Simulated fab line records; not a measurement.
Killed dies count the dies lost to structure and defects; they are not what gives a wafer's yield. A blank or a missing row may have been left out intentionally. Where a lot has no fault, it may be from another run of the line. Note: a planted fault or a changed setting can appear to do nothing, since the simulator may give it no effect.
8D (eight disciplines) problem report, filled in by code | flow n5 finfet | the parts of the form that need people (team, actions taken, sign-off) are left out

1. WHAT WENT WRONG
spin speed rpm at N5_MOL_CONTACT_COAG_COAT_75 reads a mean of 1563.8 rpm on 6 wafers of 2 lots; wafers without a fault read 1500.1 rpm with a standard deviation of 1.1. Measured from the usual mean, that is +58 standard deviations.
The step: time 60 s, resist thk 60 nm.
The first sign was on wafer L332.1 at day 7 18:21, on litho track-04. At this step, 27 wafers from 9 lots have a number in the record. By rule, "out" or "out of limits" means more than 4 standard deviations away from the usual mean. All remaining wafers that have a number are taken as sound.

2. WHAT IT IS, AND WHAT IT ISN'T
question                    | is                     | is not
which readings at this step | spin speed rpm         | -
which lots                  | L332, L334             | L323, L324, L326, L338, L339, L340, L341
which wafers of those lots  | all that have a number | -
read on which tools         | litho track-04         | litho track-01, litho track-02
when                        | from day 7 18:21       | up to then (9 sound wafers); but 12 sound wafers of L338, L339, L340, L341 came after

3. WHAT RULES OUT EACH SUSPECT
Counting: a tool at a process step up to the reading stays a suspect if it ran every lot that is out and no sound lot after the first of them.
- rie diel-04 at N5_MOL_CONTACT_COAG_STRIP_98 (strips in N2/H2): ruled out as a lasting fault. The sound lots L340 went through it after L332, its earliest lot that is out (day 7 08:34).
- pvd sputter-01 at N5_MOL_CONTACT_COAG_TI_SIL_19 (material Ti, target thk 4.2 nm, time 15 s): ruled out as a lasting fault. The sound lots L341 went through it after L332, its earliest lot that is out (day 7 09:25).
- litho track-04 at N5_MOL_CONTACT_COAG_COAT_75 (time 60 s, resist thk 60 nm): kept. All lots that are out passed through it, beginning with L332 at day 7 18:21, and no sound lot followed; its final sound lot before that point was L326 at day 6 13:11. Out on those wafers are its own readings of spin speed rpm.
After counting, what remains is litho track-04 at N5_MOL_CONTACT_COAG_COAT_75.

4. THE CAUSE (what the simulator had put in)
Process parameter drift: litho track-04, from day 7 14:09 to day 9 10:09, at N5_MOL_CONTACT_COAG_COAT_75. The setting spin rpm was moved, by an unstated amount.
The count eliminated every tool but this one.

5. THE EFFECT CHAIN, in route order
Rows list readings where the struck wafers' mean (over those with a number) sits beyond 3 standard deviations from the usual. Scope: only readings with a usual standard deviation given in the record; hours: median across lots of the time from each lot's start at the first step in this table that gives one to its start at this step; sigmas: change in usual standard deviations.
hours | step                        | reading        | usual      | on struck wafers | change | sigmas
0     | N5_MOL_CONTACT_COAG_COAT_75 | spin speed rpm | 1500.1 rpm | 1563.8           | +63.7  | +58
Process steps it contains:
- N5_MOL_CONTACT_COAG_COAT_75: time 60 s, resist thk 60 nm.
At these later measuring or inspecting steps, every struck wafer for which the step has a row has a number for every such reading, and none has moved that far: N5_BEOL_M4_RC_MEAS_101.

6. WHAT WOULD HAVE CAUGHT IT SOONER
First out-of-limits reading in this record: day 7 18:21, which is 4 hours after fault onset at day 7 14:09.
